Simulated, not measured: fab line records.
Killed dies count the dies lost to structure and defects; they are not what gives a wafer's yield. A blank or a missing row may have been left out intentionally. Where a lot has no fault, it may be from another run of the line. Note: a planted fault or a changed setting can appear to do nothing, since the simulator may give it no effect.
Code-filled problem report in 8D (eight disciplines) form + flow n5Finfet + the parts of the form that need people (team, actions taken, sign-off) are left out

1. WHAT IS WRONG
At N5_BEOL_M14_COAT_66, spinSpeedRpm averages 1391.3 rpm over 6 wafers from 2 lots, while fault-free wafers read 1500.1 rpm, standard deviation 0.77. So: -99 or more standard deviations from the usual mean.
The step: time 60 s, resist thk 110 nm.
Earliest sighting: wafer L720.1 on lithoTrack-01 at day 15 14:08. The record has a number at this step for 12 wafers belonging to 4 lots. By rule, "out" or "out of limits" means more than 4 standard deviations away from the usual mean. All remaining wafers that have a number are taken as sound.

2. WHAT IT IS AND WHAT IT IS NOT
| question                    | is                     | is not                                                             |
|-----------------------------|------------------------|--------------------------------------------------------------------|
| which readings at this step | spinSpeedRpm           | -                                                                  |
| which lots                  | L720, L725             | L711, L727                                                         |
| which wafers of those lots  | all that have a number | -                                                                  |
| read on which tools         | lithoTrack-01          | lithoTrack-04                                                      |
| when                        | from day 15 14:08      | up to then (3 sound wafers); but 3 sound wafers of L727 came after |

3. SUSPECTS, AND WHAT RULES EACH OUT
Counting: a tool at a process step up to the reading stays a suspect if it ran every lot that is out and no sound lot after the first of them.
- lithoTrack-01 at N5_BEOL_M14_COAT_66 (time 60 s, resist thk 110 nm): kept. Every lot that is out went through it, starting with L720 (day 15 14:08), and after that it ran no sound lot; the last sound lot it ran before then is L711 (day 12 00:05). Out on those wafers are its own readings of spinSpeedRpm.
After counting, what remains is lithoTrack-01 at N5_BEOL_M14_COAT_66.

4. THE CAUSE (what the simulator had put in)
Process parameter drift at N5_BEOL_M14_COAT_66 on lithoTrack-01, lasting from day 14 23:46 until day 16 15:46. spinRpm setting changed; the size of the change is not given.
This tool alone remained once counting was done.

5. THE CHAIN OF EFFECTS, in route order
Each row: a reading whose mean over the struck wafers that have a number lies more than 3 standard deviations from the usual. Readings are gone through only where the record gives a usual standard deviation; hours: the median, over the lots, of the time from a lot's start at the first step in this table giving one to that lot's start at this step; sigmas: the change measured in usual standard deviations.
| hours | step                | reading      | usual      | on struck wafers | change | sigmas      |
|-------|---------------------|--------------|------------|------------------|--------|-------------|
| 0     | N5_BEOL_M14_COAT_66 | spinSpeedRpm | 1500.1 rpm | 1391.3           | -108.8 | -99 or more |
Here are the process steps it includes:
- N5_BEOL_M14_COAT_66: time 60 s, resist thk 110 nm.

6. HOW IT WOULD HAVE BEEN CAUGHT EARLIER
In this record no reading fell out of limits until day 15 14:08, 14 hours after the fault had begun at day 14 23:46.
